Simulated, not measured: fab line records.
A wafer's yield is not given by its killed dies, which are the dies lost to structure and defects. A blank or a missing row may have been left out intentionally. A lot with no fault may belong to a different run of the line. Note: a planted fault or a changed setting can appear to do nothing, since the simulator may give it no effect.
Chamber matching	flow n5-finfet	N5_BEOL_M0_SAQP_PECVD_97 on pecvd-01 has 3 sister chambers
The step deposits SiNx from SiH4/NH3/N2, target thk 23 nm, time 19.9 s. 22 wafers are shown with their chamber, then 11 later ones without.

## WAFERS WITH THEIR CHAMBER
wafer	chamber	showerhead-plenum-p-Torr (Torr)	throttle-valve-pct (%)	heater-power-w (W)
L074.4	0	5.15	38.3	572
L074.5	1	5.29	42.9	747
L074.6	2	5.04	37.3	616
L080.2	1	5.30	43.2	690
L080.3	0	5.14	38.4	482
L080.5	0	5.16	38.1	477
L081.2	2	5.03	37.5	630
L081.3	0	5.17	38.1	565
L081.6	1	5.30	43.0	754
L082.1	2	5.03	37.4	591
L082.4	2	5.04	37.2	590
L082.5	0	5.16	38.1	519
L084.1	2	5.05	37.4	645
L084.3	0	5.16	38.4	489
L084.6	2	5.03	37.6	634
L085.1	0	5.15	38.3	520
L085.4	0	5.15	38.6	527
L085.5	2	5.04	37.9	640
L087.1	2	5.04	37.7	585
L087.3	1	5.29	43.2	674
L087.5	1	5.29	43.0	690
L089.2	1	5.30	43.0	766

SIGNATURES, as means of the wafers listed above
reading	chamber 0	chamber 1	chamber 2	scatter within a chamber
showerhead-plenum-p-Torr	5.1550	5.2950	5.0375	0.00761
throttle-valve-pct	38.288	43.050	37.500	0.187
heater-power-w	518.88	720.17	616.38	33.4
Rule: for a wafer and a chamber, the distance is found by dividing, reading by reading, the gap between the wafer's reading and the chamber's mean by the reading's scatter, squaring, summing and taking the root. If the next closest chamber is less than 2 further off than the closest, the wafer can't be placed; otherwise it belongs to the closest. The scatter: the root of (the sum of the squares of (reading less its chamber's mean) over the shown wafers, divided by (wafers less chambers)).

## WAFERS MISSING THEIR CHAMBER
wafer	showerhead-plenum-p-Torr (Torr)	throttle-valve-pct (%)	heater-power-w (W)
L089.3	5.03	37.9	568
L089.4	5.30	43.0	762
L090.1	5.31	43.2	755
L090.3	5.16	38.4	459
L090.4	5.16	38.7	478
L093.1	5.32	43.1	670
L093.4	5.30	43.1	681
L093.5	5.04	38.2	577
L097.2	5.04	38.3	616
L097.3	5.30	43.2	751
L097.5	5.29	43.2	732

## EACH ONE'S CHAMBER
wafer	from the rows above	in truth
L089.3	2	2
L089.4	1	1
L090.1	1	1
L090.3	0	0
L090.4	0	0
L093.1	1	1
L093.4	1	1
L093.5	2	2
L097.2	2	2
L097.3	1	1
L097.5	1	1
Placed correctly: 11 of 11. Number that these rows cannot place: 0. 0 placed wrongly.
